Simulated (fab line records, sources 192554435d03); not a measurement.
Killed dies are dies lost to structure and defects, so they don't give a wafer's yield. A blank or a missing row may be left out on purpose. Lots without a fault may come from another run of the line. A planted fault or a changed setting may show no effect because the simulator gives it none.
fab line records | flow n5_finfet
record lots=7 wafers=39
route steps=1938 shown WELL_APT@26 FIN_SAQP@110 DUMMY_GATE@243 HKMG_FIN@412 MOL_CONTACT_COAG@559 BEOL_M0_SAQP@676 BEOL_M2@857 BEOL_M4@1040 BEOL_M5@1157 BEOL_M7@1267 BEOL_M10@1524 BEOL_M12@1649 BEOL_M13@1705 PASSIVATION@1908
start_h: hours from the record's first day to the start of the lot's first wafer shown | wait_h: hours since the lot's step before | " the same as in the row above | L1.1+2: a row that stands for several wafers | - no value, or no start given | * or withheld: withheld | < > ~ a bound
route shown NAME@n: a module of which the file shows steps, and the number in the route of the first | usual: mean/standard deviation of fault-free wafers | same: alike in all rows | chamber/n: place in a boat | sites: the reading at each site | _std_site: their standard deviation | _edge_site: outer sites' mean less inner sites' | radius_mm: how far each site lies from the wafer's centre | mask NAME#n: copy n | behind: the tool/chamber that last shaped the wafer | hold: why the lot was held/for how many hours/how that ended | device: the transistor (n, p or np) that didn't switch | end of line: the same wafers' tests at the end of the route | a step without rows: its recipe alone | killed: dies lost to structure and defects at the first sort, not the wafer's yield | map: a wafer's dies, x killed, . not, _ none there
set.NAME: the setting as run; set.NAME@STEP: as run at that earlier step | model.NAME: the simulator's own value behind a step, which no gauge read
lots whose settings were changed on purpose; a table a step, a row a wafer
## steps
# step N5_WELL_APT_DEVELOP_07
# recipe develop_time_s=45 rinse_liquid=surfactant_rinse dry=air_spin dev_temp_c=21
# step N5_FIN_SAQP_DEVELOP_15
# recipe develop_time_s=30 developer=TMAH resist=CAR-ArF dev_temp_c=23 rinse_liquid=diw dry=air_spin
# step N5_DUMMY_GATE_ETCH_31
# recipe chemistry=C4F6/O2 target=SiO2 mask_material=SOC target_depth_a=825 time_s=27.5 ion_energy_ev=250 pressure_mtorr=30 source_w=345 bias_w=185 Ar_flow_sccm=300 C4F6_flow_sccm=10 O2_flow_sccm=10
# step N5_HKMG_FIN_ALD_79
# recipe material=TiN target_thk_a=15 temp_c=400 ald_precursor_family=TiCl4 ald_co_reactant=NH3 pulse_time_s=1 purge_time_s=3 co_reactant_purge_time_s=2 co_reactant_pulse_time_s=2 ald_cycles=68 pressure_torr=3
# step N5_MOL_CONTACT_COAG_ALD_27
# recipe material=SiOC target_thk_a=170 temp_c=400 ald_precursor_family=carbosiloxane ald_co_reactant=H2-plasma pulse_time_s=1.5 time_s=2720 purge_time_s=2 co_reactant_purge_time_s=2 ald_cycles=340 pressure_torr=2
# step N5_BEOL_M0_SAQP_SPACER2_ALD_26
# recipe material=SiO2 target_thk_a=150 temp_c=300 ald_precursor_family=BDEAS ald_co_reactant=O2-plasma pulse_time_s=1 purge_time_s=2 co_reactant_purge_time_s=2 pressure_torr=2
# step N5_BEOL_M2_DESCUM_16
# recipe chemistry=O2 time_s=7 source_power_w=50 bias_power_w=20 pressure_mtorr=20 rf_frequency_hz=2.712e+07 temp_c=40 resist=CAR-EUV o2_flow_sccm=225
# step N5_BEOL_M4_ETCH_64
# recipe chemistry=N2/H2 target=SOC target_depth_a=750 overetch_a=225 mask_material=SiARC temp_c=40 time_s=121.9 ion_energy_ev=200 pressure_mtorr=30 source_w=840 bias_w=150 n2_flow_sccm=200 h2_flow_sccm=200
# step N5_BEOL_M5_VIA_ETCH_34
# recipe chemistry=C4F6/O2 target=SiCOH_lowk target_depth_a=883 mask_material=SOC taper_deg=4 time_s=39.2 ion_energy_ev=250 pressure_mtorr=30 source_w=345 bias_w=185 Ar_flow_sccm=300 C4F6_flow_sccm=10 O2_flow_sccm=10
# step N5_BEOL_M7_HM_DEP_02
# recipe material=TiN target_thk_a=200 temp_c=25 chamber_pressure_pa=0.49996
# step N5_BEOL_M10_ALD_74
# recipe material=TaN target_thk_a=20 temp_c=275 ald_precursor_family=PDMAT ald_co_reactant=NH3 pressure_torr=3 carrier_flow_sccm=1500 pulse_time_s=2 purge_time_s=3 co_reactant_purge_time_s=2 co_reactant_pulse_time_s=3 ald_cycles=40 precursor_vessel_temp_c=75 precursor_vessel_pressure_torr=26.25 precursor_vessel_carrier_sccm=1000
# step N5_BEOL_M12_SPUTTER_44
# recipe material=Ta target_thk_a=100 temp_c=50 bias_v=80 power_w=15000 chamber_pressure_pa=0.07 time_s=16.13
# step N5_BEOL_M13_SPUTTER_43
# recipe material=TaN target_thk_a=150 temp_c=50 bias_v=168.6 power_w=15000 chamber_pressure_pa=0.12 time_s=24.19
# step N5_PASSIVATION_DESCUM_32
# recipe chemistry=O2 time_s=7.9 source_power_w=50 bias_power_w=20 pressure_mtorr=20 rf_frequency_hz=2.712e+07 temp_c=40 o2_flow_sccm=225
# step N5_PASSIVATION_PROBE_49
# usual sort_bin_5_function=4.9/0.9
# columns lot.wafer tool chamber start_h wait_h set.develop_time_s@WELL_APT_DEVELOP_07 set.develop_time_s@FIN_SAQP_DEVELOP_15 set.target_depth_a@DUMMY_GATE_ETCH_31 set.ald_cycles@HKMG_FIN_ALD_79 set.ald_cycles@MOL_CONTACT_COAG_ALD_27 set.target_thk_a@BEOL_M0_SAQP_SPACER2_ALD_26 set.time_s@BEOL_M2_DESCUM_16 set.time_s@BEOL_M4_ETCH_64 set.target_depth_a@BEOL_M5_VIA_ETCH_34 set.target_thk_a@BEOL_M7_HM_DEP_02 set.ald_cycles@BEOL_M10_ALD_74 set.time_s@BEOL_M12_SPUTTER_44 set.target_thk_a@BEOL_M13_SPUTTER_43 set.time_s@PASSIVATION_DESCUM_32 sort_bin_5_function[%]
L074.1 prober-01 - 306.04 0.0 53.08 30 825 46 434 150 7 121.9 883 200 40 7.168 150 7.9 6.0
L074.2 prober-01 - 306.09 0.1 53.08 30 825 68 340 150 7 121.9 1140 200 40 7.168 150 7.9 4.0
L074.3 prober-01 - 306.14 0.1 45 30 825 46 340 150 7 121.9 1140 200 59 7.168 150 11.12 4.7
L074.4 prober-01 - 306.19 0.2 53.08 30 1154 68 434 150 7 121.9 883 200 59 16.13 150 11.12 3.6
L074.5 prober-01 - 306.24 0.2 45 30 1154 46 340 150 7 121.9 883 200 40 16.13 150 11.12 4.6
L074.6 prober-01 - 306.29 0.3 45 30 1154 68 434 150 7 121.9 1140 200 59 16.13 150 7.9 4.5
L078.1 prober-01 - 331.51 0.0 45 30 825 68 423 150 10.66 121.9 1182 200 40 12.35 99.18 11.16 6.9
L078.2 prober-01 - 331.56 0.1 64.51 45.05 825 45 340 150 7 121.9 883 200 40 12.35 150 7.9 4.7
L078.3 prober-01 - 331.61 0.1 45 30 825 45 340 150 7 121.9 1182 135.5 40 16.13 99.18 7.9 6.9
L078.4 prober-01 - 331.66 0.2 64.51 30 825 68 423 150 7 121.9 883 200 40 16.13 99.18 11.16 5.3
L078.5 prober-01 - 331.71 0.2 64.51 45.05 825 68 340 150 10.66 121.9 1182 135.5 40 16.13 150 11.16 6.0
L078.6 prober-01 - 331.76 0.3 45 45.05 825 45 423 150 10.66 121.9 883 135.5 40 12.35 150 7.9 4.7
L091.1 prober-02 - 394.04 0.0 24.32 30 825 68 340 182.3 7 121.9 883 200 40 16.13 150 7.9 98.1
L091.2 prober-02 - 394.09 0.1 45 14.94 363.5 68 340 182.3 7 164.2 715.8 200 40 16.13 188.6 6.6 96.4
L091.3 prober-02 - 394.14 0.1 45 30 825 68 520 182.3 7 164.2 715.8 200 40 23.49 188.6 7.9 96.0
L091.4 prober-02 - 394.19 0.2 24.32 14.94 825 68 520 150 7 121.9 715.8 200 40 16.13 150 7.9 5.6
L091.5 prober-02 - 394.24 0.2 24.32 14.94 363.5 68 520 150 7 164.2 883 200 40 23.49 150 6.6 97.9
L091.6 prober-02 - 394.29 0.3 45 30 363.5 68 340 150 7 121.9 883 200 40 23.49 188.6 6.6 97.2
L090.1 prober-02 - 414.47 0.0 45 30 1153 85 340 150 7 95.47 1240 235.8 17 10.35 150 11.99 6.2
L090.2 prober-02 - 414.52 0.1 45 30 1153 68 340 178.5 7 121.9 883 235.8 40 16.13 150 11.99 96.2
L090.3 prober-02 - 414.57 0.1 45 30 1153 68 340 150 7 95.47 883 200 17 16.13 150 7.9 5.4
L090.4 prober-02 - 414.62 0.2 45 30 825 68 340 150 7 121.9 1240 200 40 16.13 104.8 7.9 5.1
L090.5 prober-02 - 414.67 0.2 45 30 825 85 340 178.5 7 121.9 1240 200 17 10.35 104.8 11.99 96.6
L090.6 prober-02 - 414.72 0.3 45 30 825 85 340 178.5 7 95.47 883 235.8 40 10.35 104.8 7.9 95.5
L095.1 prober-02 - 433.72 0.0 45 30 825 68 340 210.7 10.24 140.2 564.5 126.4 25 23.25 150 7.9 97.1
L095.2 prober-02 - 433.77 0.1 45 30 825 68 480 150 10.24 121.9 883 200 40 23.25 150 9.162 5.9
L095.3 prober-02 - 433.82 0.1 45 30 825 68 480 210.7 10.24 140.2 883 200 25 16.13 150 7.9 95.5
L095.4 prober-02 - 433.87 0.2 45 30 825 68 340 150 7 121.9 564.5 126.4 25 23.25 150 9.162 96.5
L095.5 prober-02 - 433.92 0.2 45 30 825 68 340 210.7 7 121.9 883 126.4 40 16.13 150 9.162 97.3
L095.6 prober-02 - 433.97 0.3 45 30 825 68 480 150 7 140.2 564.5 200 40 16.13 150 7.9 96.4
L094.2 prober-02 - 439.30 0.1 45 30 825 68 340 150 7 121.9 883 200 40 16.13 150 7.9 7.0
L094.4 prober-02 - 439.40 0.2 45 30 825 68 340 150 7 121.9 883 200 40 16.13 150 7.9 8.1
L094.6 prober-02 - 439.50 0.3 45 30 825 68 340 150 7 121.9 883 200 40 16.13 150 7.9 5.8
L097.1 prober-01 - 447.76 0.0 56.07 19 825 68 340 150 7 148.7 883 299.9 40 16.13 124.8 7.9 93.0
L097.2 prober-01 - 447.81 0.1 45 19 1311 68 340 150 7 121.9 883 200 21 16.13 124.8 9.598 5.2
L097.3 prober-01 - 447.86 0.1 56.07 30 1311 68 340 72.98 7 148.7 883 299.9 40 16.13 150 9.598 5.0
L097.4 prober-01 - 447.91 0.2 45 30 825 47 340 72.98 7 121.9 883 200 40 16.13 150 7.9 4.7
L097.5 prober-01 - 447.96 0.2 45 30 1311 47 340 150 7 121.9 883 299.9 21 16.13 150 9.598 95.7
L097.6 prober-01 - 448.01 0.3 56.07 19 825 47 340 72.98 7 148.7 883 200 21 16.13 124.8 7.9 4.9
# killed by level:class
L074.1 BEOL_M0_SAQP:geometric_particle:short=17 BEOL_M0_SAQP:geometric_particle:open=11 MOL_CONTACT_COAG:geometric_particle:open=10 STI_FIN_REVEAL:geometric_particle:open=9 BEOL_M0:geometric_particle:open=8 BEOL_M2:geometric_particle:open=6 BEOL_M4:geometric_particle:open=6 DUMMY_GATE:geometric_particle:open=5
L074.2 BEOL_M0_SAQP:geometric_particle:short=11 BEOL_M0_SAQP:geometric_particle:open=8 STI_FIN_REVEAL:geometric_particle:open=6 DUMMY_GATE:geometric_particle:open=5 GATE_CUT:geometric_particle:short=4 BEOL_M4:geometric_particle:open=4 MOL_CONTACT_COAG:geometric_particle:open=3 BEOL_M0:geometric_particle:open=3
L074.3 BEOL_M0_SAQP:geometric_particle:short=14 BEOL_M0_SAQP:geometric_particle:open=11 MOL_CONTACT_COAG:geometric_particle:open=7 FIN_SAQP:geometric_particle:short=6 STARTING-WAFER:geometric_particle:open=5 STI_FIN_REVEAL:geometric_particle:open=5 BEOL_M0:geometric_particle:open=5 BEOL_M1:geometric_particle:open=5
L074.4 BEOL_M0_SAQP:geometric_particle:open=14 BEOL_M0_SAQP:geometric_particle:short=13 STI_FIN_REVEAL:geometric_particle:open=7 STARTING-WAFER:geometric_particle:short=5 FIN_SAQP:geometric_particle:short=4 BEOL_M0:geometric_particle:short=4 BEOL_M0:geometric_particle:open=4 BEOL_M4:geometric_particle:open=4
L074.5 BEOL_M0_SAQP:geometric_particle:short=14 BEOL_M2:geometric_particle:open=11 BEOL_M0_SAQP:geometric_particle:open=10 FIN_SAQP:geometric_particle:short=7 STI_FIN_REVEAL:geometric_particle:open=6 BEOL_M1:geometric_particle:short=5 FIN_SAQP:geometric_particle:open=4 BEOL_M1:geometric_particle:open=4
L074.6 FIN_SAQP:geometric_particle:short=8 BEOL_M0_SAQP:geometric_particle:short=8 MOL_CONTACT_COAG:geometric_particle:open=7 STI_FIN_REVEAL:geometric_particle:open=5 GATE_CUT:geometric_particle:short=5 BEOL_M0:geometric_particle:open=5 BEOL_M1:geometric_particle:open=5 BEOL_M3:geometric_particle:open=5
L078.1 FIN_SAQP:geometric_particle:short=22 FIN_SAQP:geometric_particle:open=15 MOL_CONTACT_COAG:geometric_particle:open=13 BEOL_M4:geometric_particle:open=11 STI_FIN_REVEAL:geometric_particle:open=10 DUMMY_GATE:geometric_particle:open=7 BEOL_M2:geometric_particle:open=5 MOL_CONTACT_COAG:geometric_particle:short=3
L078.2 MOL_CONTACT_COAG:geometric_particle:open=9 BEOL_M2:geometric_particle:open=9 BEOL_M2:geometric_particle:short=8 FIN_SAQP:geometric_particle:open=7 FIN_SAQP:geometric_particle:short=6 BEOL_M1:geometric_particle:open=6 STI_FIN_REVEAL:geometric_particle:open=5 BEOL_M0_SAQP:geometric_particle:short=5
L078.3 MOL_CONTACT_COAG:geometric_particle:open=20 DUMMY_GATE:geometric_particle:open=18 STI_FIN_REVEAL:geometric_particle:open=12 BEOL_M3:geometric_particle:open=9 MOL_CONTACT_COAG:geometric_particle:short=7 BEOL_M0_SAQP:geometric_particle:open=6 BEOL_M2:geometric_particle:open=5 FIN_SAQP:geometric_particle:open=4
L078.4 MOL_CONTACT_COAG:geometric_particle:open=13 STI_FIN_REVEAL:geometric_particle:open=12 FIN_SAQP:geometric_particle:open=9 FIN_SAQP:geometric_particle:short=8 MOL_CONTACT_COAG:geometric_particle:short=6 BEOL_M0_SAQP:geometric_particle:open=6 DUMMY_GATE:geometric_particle:open=5 BEOL_M2:geometric_particle:open=5
L078.5 MOL_CONTACT_COAG:geometric_particle:open=23 BEOL_M1:geometric_particle:open=11 STI_FIN_REVEAL:geometric_particle:open=10 DUMMY_GATE:geometric_particle:open=10 BEOL_M4:geometric_particle:open=8 BEOL_M2:geometric_particle:open=5 BEOL_M3:geometric_particle:open=5 ILD0:geometric_particle:open=4
L078.6 BEOL_M1:geometric_particle:open=11 STI_FIN_REVEAL:geometric_particle:open=9 MOL_CONTACT_COAG:geometric_particle:open=8 BEOL_M4:geometric_particle:open=7 BEOL_M4:geometric_particle:short=6 DUMMY_GATE:geometric_particle:open=6 BEOL_M0_SAQP:geometric_particle:short=4 BEOL_M3:geometric_particle:short=4
L091.1 BEOL_M0_SAQP:area_ald=1105 BEOL_M4:geometric_particle:open=11 FIN_SAQP:geometric_particle:open=10 MOL_CONTACT_COAG:geometric_particle:open=9 STI_FIN_REVEAL:geometric_particle:open=5 BEOL_M0_SAQP:geometric_particle:open=5 BEOL_M3:geometric_particle:open=5 BEOL_M0_SAQP:geometric_particle:short=3
L091.2 DUMMY_GATE:area_etch=1074 FIN_SAQP:geometric_particle:open=17 BEOL_M0_SAQP:geometric_particle:short=12 BEOL_M0_SAQP:geometric_particle:open=12 STI_FIN_REVEAL:geometric_particle:open=10 MOL_CONTACT_COAG:geometric_particle:open=8 BEOL_M1:geometric_particle:short=8 BEOL_M1:geometric_particle:open=7
L091.3 BEOL_M0_SAQP:area_ald=1066 STI_FIN_REVEAL:geometric_particle:open=17 MOL_CONTACT_COAG:geometric_particle:open=15 FIN_SAQP:geometric_particle:open=14 BEOL_M0_SAQP:geometric_particle:open=9 MOL_CONTACT_COAG:geometric_particle:short=6 BEOL_M4:geometric_particle:open=6 STI_FIN_REVEAL:geometric_particle:short=5
L091.4 BEOL_M5:area_etch=27 BEOL_M4:geometric_particle:open=14 STI_FIN_REVEAL:geometric_particle:open=6 BEOL_M3:geometric_particle:open=6 FIN_SAQP:geometric_particle:open=5 MOL_CONTACT_COAG:geometric_particle:open=5 BEOL_M4:geometric_particle:short=3 FIN_SAQP:geometric_particle:short=2
L091.5 DUMMY_GATE:area_etch=1117 FIN_SAQP:geometric_particle:open=8 FIN_SAQP:geometric_particle:short=6 MOL_CONTACT_COAG:geometric_particle:open=6 BEOL_M4:geometric_particle:open=6 BEOL_M0_SAQP:geometric_particle:short=5 BEOL_M0_SAQP:geometric_particle:open=4 STI_FIN_REVEAL:geometric_particle:open=3
L091.6 DUMMY_GATE:area_etch=1102 FIN_SAQP:geometric_particle:open=12 BEOL_M0_SAQP:geometric_particle:open=10 STI_FIN_REVEAL:geometric_particle:open=6 BEOL_M0_SAQP:geometric_particle:short=6 STI_FIN_REVEAL:geometric_particle:short=4 DUMMY_GATE:geometric_particle:open=4 MOL_CONTACT_COAG:geometric_particle:open=3
L090.1 STI_FIN_REVEAL:geometric_particle:open=27 M10:area_ald=16 FIN_SAQP:geometric_particle:short=9 ILD0:geometric_particle:open=6 BEOL_M3:geometric_particle:open=6 ILD0:geometric_particle:short=5 MOL_CONTACT_COAG:geometric_particle:open=5 BEOL_M4:geometric_particle:open=5
L090.2 BEOL_M0_SAQP:area_ald=1079 STI_FIN_REVEAL:geometric_particle:open=16 BEOL_M1:geometric_particle:open=10 FIN_SAQP:geometric_particle:open=9 MOL_CONTACT_COAG:geometric_particle:open=8 BEOL_M4:geometric_particle:open=8 BEOL_M2:geometric_particle:open=6 STI_FIN_REVEAL:geometric_particle:short=4
L090.3 BEOL_M2:geometric_particle:open=11 MOL_CONTACT_COAG:geometric_particle:open=8 BEOL_M4:geometric_particle:open=8 BEOL_M0_SAQP:geometric_particle:open=7 M10:area_ald=7 STI_FIN_REVEAL:geometric_particle:open=6 BEOL_M1:geometric_particle:open=6 BEOL_M3:geometric_particle:open=5
L090.4 STI_FIN_REVEAL:geometric_particle:open=10 BEOL_M2:geometric_particle:open=10 MOL_CONTACT_COAG:geometric_particle:open=9 BEOL_M1:geometric_particle:open=7 BEOL_M3:geometric_particle:open=6 FIN_SAQP:geometric_particle:short=5 BEOL_M0_SAQP:geometric_particle:short=5 BEOL_M0_SAQP:geometric_particle:open=5
L090.5 BEOL_M0_SAQP:area_ald=1093 STI_FIN_REVEAL:geometric_particle:open=12 MOL_CONTACT_COAG:geometric_particle:open=12 BEOL_M3:geometric_particle:open=10 BEOL_M2:geometric_particle:open=7 BEOL_M0_SAQP:geometric_particle:open=6 MOL_CONTACT_COAG:geometric_particle:short=4 BEOL_M1:geometric_particle:open=4
L090.6 BEOL_M0_SAQP:area_ald=1057 STI_FIN_REVEAL:geometric_particle:open=23 MOL_CONTACT_COAG:geometric_particle:open=17 BEOL_M2:geometric_particle:open=8 BEOL_M0_SAQP:geometric_particle:open=7 FIN_SAQP:geometric_particle:short=6 GATE_CUT:geometric_particle:short=6 MOL_CONTACT_COAG:geometric_particle:short=6
L095.1 BEOL_M0_SAQP:area_ald=1101 BEOL_M0_SAQP:geometric_particle:open=11 BEOL_M0_SAQP:geometric_particle:short=11 FIN_SAQP:geometric_particle:open=7 MOL_CONTACT_COAG:geometric_particle:open=7 DUMMY_GATE:geometric_particle:open=5 BEOL_M4:geometric_particle:open=5 BEOL_M3:geometric_particle:open=4
L095.2 BEOL_M2:geometric_particle:open=14 FIN_SAQP:geometric_particle:short=10 BEOL_M4:geometric_particle:open=9 FIN_SAQP:geometric_particle:open=8 MOL_CONTACT_COAG:geometric_particle:open=8 DUMMY_GATE:geometric_particle:open=7 BEOL_M0_SAQP:geometric_particle:short=5 BEOL_M0:geometric_particle:open=5
L095.3 BEOL_M0_SAQP:area_ald=1066 BEOL_M0_SAQP:geometric_particle:short=14 MOL_CONTACT_COAG:geometric_particle:open=12 BEOL_M4:geometric_particle:open=9 BEOL_M0_SAQP:geometric_particle:open=8 BEOL_M2:geometric_particle:open=8 FIN_SAQP:geometric_particle:open=6 DUMMY_GATE:geometric_particle:open=5
L095.4 BEOL_M5:area_etch=1082 FIN_SAQP:geometric_particle:short=12 BEOL_M0_SAQP:geometric_particle:short=12 BEOL_M0_SAQP:geometric_particle:open=10 STARTING-WAFER:geometric_particle:open=8 BEOL_M4:geometric_particle:open=6 FIN_SAQP:geometric_particle:open=5 MOL_CONTACT_COAG:geometric_particle:open=5
L095.5 BEOL_M0_SAQP:area_ald=1088 MOL_CONTACT_COAG:geometric_particle:open=13 BEOL_M3:geometric_particle:open=10 BEOL_M0_SAQP:geometric_particle:open=9 BEOL_M0_SAQP:geometric_particle:short=9 FIN_SAQP:geometric_particle:open=7 FIN_SAQP:geometric_particle:short=7 STARTING-WAFER:geometric_particle:open=6
L095.6 BEOL_M5:area_etch=1073 BEOL_M0_SAQP:geometric_particle:open=20 BEOL_M0_SAQP:geometric_particle:short=11 DUMMY_GATE:geometric_particle:open=9 BEOL_M1:geometric_particle:open=8 BEOL_M4:geometric_particle:open=7 BEOL_M7:geometric_particle:open=7 STI_FIN_REVEAL:geometric_particle:open=6
L094.2 FIN_SAQP:geometric_particle:short=17 BEOL_M0_SAQP:geometric_particle:short=17 BEOL_M0_SAQP:geometric_particle:open=17 STI_FIN_REVEAL:geometric_particle:open=11 BEOL_M5:geometric_particle:open=6 GATE_CUT:geometric_particle:short=5 BEOL_M1:geometric_particle:open=5 BEOL_M3:geometric_particle:short=5
L094.4 STI_FIN_REVEAL:geometric_particle:open=35 FIN_SAQP:geometric_particle:short=11 MOL_CONTACT_COAG:geometric_particle:open=11 FIN_SAQP:geometric_particle:open=10 BEOL_M0_SAQP:geometric_particle:short=9 BEOL_M3:geometric_particle:open=8 BEOL_M0_SAQP:geometric_particle:open=8 BEOL_M5:geometric_particle:open=5
L094.6 STI_FIN_REVEAL:geometric_particle:open=17 BEOL_M0_SAQP:geometric_particle:short=13 FIN_SAQP:geometric_particle:open=12 BEOL_M0_SAQP:geometric_particle:open=12 FIN_SAQP:geometric_particle:short=10 MOL_CONTACT_COAG:geometric_particle:open=9 BEOL_M3:geometric_particle:open=7 BEOL_M1:geometric_particle:open=4
L097.1 BEOL_M7:area_open=1033 MOL_CONTACT_COAG:geometric_particle:open=15 BEOL_M1:geometric_particle:open=8 STI_FIN_REVEAL:geometric_particle:open=7 GATE_CUT:geometric_particle:short=7 BEOL_M0_SAQP:geometric_particle:short=6 BEOL_M2:geometric_particle:open=6 BEOL_M3:geometric_particle:open=5
L097.2 M10:area_ald=13 MOL_CONTACT_COAG:geometric_particle:open=11 BEOL_M3:geometric_particle:open=11 BEOL_M0_SAQP:geometric_particle:short=9 BEOL_M1:geometric_particle:open=7 BEOL_M2:geometric_particle:open=7 FIN_SAQP:geometric_particle:open=6 BEOL_M0_SAQP:geometric_particle:open=5
L097.3 BEOL_M0_SAQP:area_ald=1091 MOL_CONTACT_COAG:geometric_particle:open=12 BEOL_M1:geometric_particle:open=10 BEOL_M0_SAQP:geometric_particle:open=9 BEOL_M2:geometric_particle:open=8 BEOL_M0_SAQP:geometric_particle:short=7 BEOL_M4:geometric_particle:open=6 GATE_CUT:geometric_particle:short=6
L097.4 BEOL_M0_SAQP:area_ald=1082 MOL_CONTACT_COAG:geometric_particle:open=23 BEOL_M2:geometric_particle:open=10 BEOL_M4:geometric_particle:open=7 MOL_CONTACT_COAG:geometric_particle:short=6 BEOL_M3:geometric_particle:open=6 DUMMY_GATE:geometric_particle:open=5 DUMMY_GATE:geometric_particle:short=4
L097.5 BEOL_M7:area_open=1078 MOL_CONTACT_COAG:geometric_particle:open=13 BEOL_M4:geometric_particle:open=10 BEOL_M0_SAQP:geometric_particle:open=8 STI_FIN_REVEAL:geometric_particle:open=6 BEOL_M3:geometric_particle:open=6 BEOL_M0_SAQP:geometric_particle:short=5 BEOL_M5:geometric_particle:open=5
L097.6 BEOL_M0_SAQP:area_ald=1074 MOL_CONTACT_COAG:geometric_particle:open=17 BEOL_M1:geometric_particle:open=10 BEOL_M2:geometric_particle:open=9 FIN_SAQP:geometric_particle:open=6 DUMMY_GATE:geometric_particle:open=6 BEOL_M0:geometric_particle:open=6 BEOL_M0_SAQP:geometric_particle:short=5
## key
split step=N5_WELL_APT_DEVELOP_07 setting=develop_time_s stated_as=45
response none clear
split step=N5_FIN_SAQP_DEVELOP_15 setting=develop_time_s stated_as=30
response none clear
split step=N5_DUMMY_GATE_ETCH_31 setting=target_depth_a stated_as=825
response none clear
split step=N5_HKMG_FIN_ALD_79 setting=ald_cycles stated_as=68
response none clear
split step=N5_MOL_CONTACT_COAG_ALD_27 setting=ald_cycles stated_as=340
response none clear
split step=N5_BEOL_M0_SAQP_SPACER2_ALD_26 setting=target_thk_a stated_as=150
response step=N5_PASSIVATION_PROBE_49 reading=sort_bin_5_function slope=+1.45 per=1% together_with=all explained=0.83
split step=N5_BEOL_M2_DESCUM_16 setting=time_s stated_as=7
response none clear
split step=N5_BEOL_M4_ETCH_64 setting=time_s stated_as=121.9
response none clear
split step=N5_BEOL_M5_VIA_ETCH_34 setting=target_depth_a stated_as=883
response none clear
split step=N5_BEOL_M7_HM_DEP_02 setting=target_thk_a stated_as=200
response none clear
split step=N5_BEOL_M10_ALD_74 setting=ald_cycles stated_as=40
response none clear
split step=N5_BEOL_M12_SPUTTER_44 setting=time_s stated_as=16.13
response none clear
split step=N5_BEOL_M13_SPUTTER_43 setting=target_thk_a stated_as=150
response none clear
split step=N5_PASSIVATION_DESCUM_32 setting=time_s stated_as=7.9
response none clear
